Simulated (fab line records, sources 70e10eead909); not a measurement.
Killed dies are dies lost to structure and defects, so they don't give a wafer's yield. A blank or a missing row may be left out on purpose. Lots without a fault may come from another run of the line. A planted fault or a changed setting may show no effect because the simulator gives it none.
Which tool did it? | flow nand_harc | 15 lots, 45 wafers sampled, at 2 steps of a route of 1302

WHAT THE GAUGES READ, wafer by wafer
NHARC_P_GATE_INSPECT_28. Usual: raw_defect_count 5.9, standard deviation 2.8.
lot  | measured     | on                | raw_defect_count | flag
L334 | day 4 21:50  | defect_inspect-02 | 4 5 7            |
L335 | day 5 09:40  | defect_inspect-02 | 7 4 8            |
L336 | day 6 07:26  | defect_inspect-01 | 11 4 10          |
L338 | day 6 16:24  | defect_inspect-02 | 5 11 6           |
L341 | day 7 19:19  | defect_inspect-01 | 2 6 4            |
L342 | day 8 15:28  | defect_inspect-02 | 8 7 10           |
L344 | day 9 01:32  | defect_inspect-01 | 2 3 4            |
L345 | day 9 20:32  | defect_inspect-02 | 6 4 3            |
L349 | day 11 03:31 | defect_inspect-02 | 7 10 7           |
L352 | day 12 09:17 | defect_inspect-02 | 8 5 9            |
L353 | day 13 05:14 | defect_inspect-02 | 12 10 5          |
L354 | day 13 11:30 | defect_inspect-01 | 4 6 5            |
L355 | day 14 02:25 | defect_inspect-01 | 4 4 7            |
L356 | day 14 01:59 | defect_inspect-01 | 3 6 8            |
L357 | day 14 13:27 | defect_inspect-02 | 3 4 2            |

WHICH TOOL RAN EACH LOT (tool, then ch and the chambers of the sampled wafers, then the start)
lot  | NHARC_P_GATE_DESCUM_13
L334 | rie_diel-07 ch 1,2, day 4 07:13
L335 | rie_diel-02 ch 1,2, day 4 19:07
L336 | rie_diel-02 ch 1,2,3, day 5 08:16
L338 | rie_diel-03 ch 0,1,3, day 5 23:40
L341 | rie_diel-03 ch 0,1, day 7 03:16
L342 | rie_diel-02 ch 0,2,3, day 7 22:38
L344 | rie_diel-02 ch 0,2,3, day 8 11:23
L345 | rie_diel-02 ch 0,1, day 9 02:03
L349 | rie_diel-07 ch 0,2,3, day 10 11:55
L352 | rie_diel-03 ch 1,3, day 11 19:26
L353 | rie_diel-03 ch 1,2, day 12 10:11
L354 | rie_diel-02 ch 1,2,3, day 12 20:09
L355 | rie_diel-03 ch 1,2,3, day 13 07:49
L356 | rie_diel-03 ch 0,2,3, day 13 07:59
L357 | rie_diel-03 ch 0,1, day 13 20:01
- NHARC_P_GATE_DESCUM_13: chemistry O2, time 3 s.

WHAT THE TOOLS THEMSELVES READ (means of the sampled wafers that have a number; where no wafer has one, the mark that the record gives instead)
NHARC_P_GATE_DESCUM_13. Usual: drypump_motor_current_A 5.6 A, standard deviation 0.41; o2_flow_sccm 200.1 sccm, standard deviation 0.63; oes_product_au 1.003 a.u., standard deviation 0.011; rf_vpp_V 57.7 V, standard deviation 0.81; showerhead_plenum_p_Torr 1.92 Torr, standard deviation 0.097; throttle_valve_pct 11.311 %, standard deviation 0.0088.
lot  | tool        | drypump_motor_current_A (A) | o2_flow_sccm (sccm) | oes_product_au (a.u.) | rf_vpp_V (V) | showerhead_plenum_p_Torr (Torr) | throttle_valve_pct (%) | flag
L334 | rie_diel-07 | 4.9                         | 199.8               | 1.000                 | 57.5         | 1.91                            | 11.311                 |
L335 | rie_diel-02 | 5.7                         | 199.8               | 0.990                 | 57.8         | 1.88                            | 11.321                 |
L336 | rie_diel-02 | 5.8                         | 200.1               | 1.004                 | 57.5         | 1.86                            | 11.309                 |
L338 | rie_diel-03 | 5.8                         | 199.5               | 1.007                 | 58.0         | 1.98                            | 11.311                 |
L341 | rie_diel-03 | 5.8                         | 200.5               | 1.007                 | 57.3         | 1.98                            | 11.306                 |
L342 | rie_diel-02 | 5.7                         | 200.5               | 1.000                 | 57.2         | 1.85                            | 11.315                 |
L344 | rie_diel-02 | 5.7                         | 200.8               | 1.008                 | 57.4         | 1.85                            | 11.318                 |
L345 | rie_diel-02 | 5.4                         | 199.8               | 0.999                 | 57.1         | 1.82                            | 11.317                 |
L349 | rie_diel-07 | 5.2                         | 199.9               | 1.002                 | 57.5         | 1.93                            | 11.312                 |
L352 | rie_diel-03 | 6.0                         | 200.4               | 0.992                 | 58.9         | 2.05                            | 11.319                 |
L353 | rie_diel-03 | 5.6                         | 199.5               | 1.011                 | 58.0         | 1.96                            | 11.311                 |
L354 | rie_diel-02 | 5.8                         | 200.2               | 1.009                 | 56.4         | 1.86                            | 11.306                 |
L355 | rie_diel-03 | 5.8                         | 199.5               | 1.010                 | 57.6         | 2.00                            | 11.307                 |
L356 | rie_diel-03 | 5.8                         | 200.1               | 1.013                 | 58.3         | 1.93                            | 11.308                 |
L357 | rie_diel-03 | 5.7                         | 200.0               | 1.002                 | 58.0         | 1.91                            | 11.305                 |

THE ANSWER, worked out from the rows above alone
Rule: a lot is off if the mean of its wafers that have a number lies more than 3 standard deviations from the usual mean. A lot without any number at a reading at which 4 lots or more have one is off too. The other lots that the step has rows for count as sound. The gauges are gone through in route order, then the tools' own readings, and for those a lot's mean is taken as printed above. The first step at which some lot is off is used, and at that step the reading that is off furthest; a lot without a number counts as furthest.
No lot is off at any reading shown: from this, nothing can be told.

WHAT THE SIMULATOR HAD PUT IN
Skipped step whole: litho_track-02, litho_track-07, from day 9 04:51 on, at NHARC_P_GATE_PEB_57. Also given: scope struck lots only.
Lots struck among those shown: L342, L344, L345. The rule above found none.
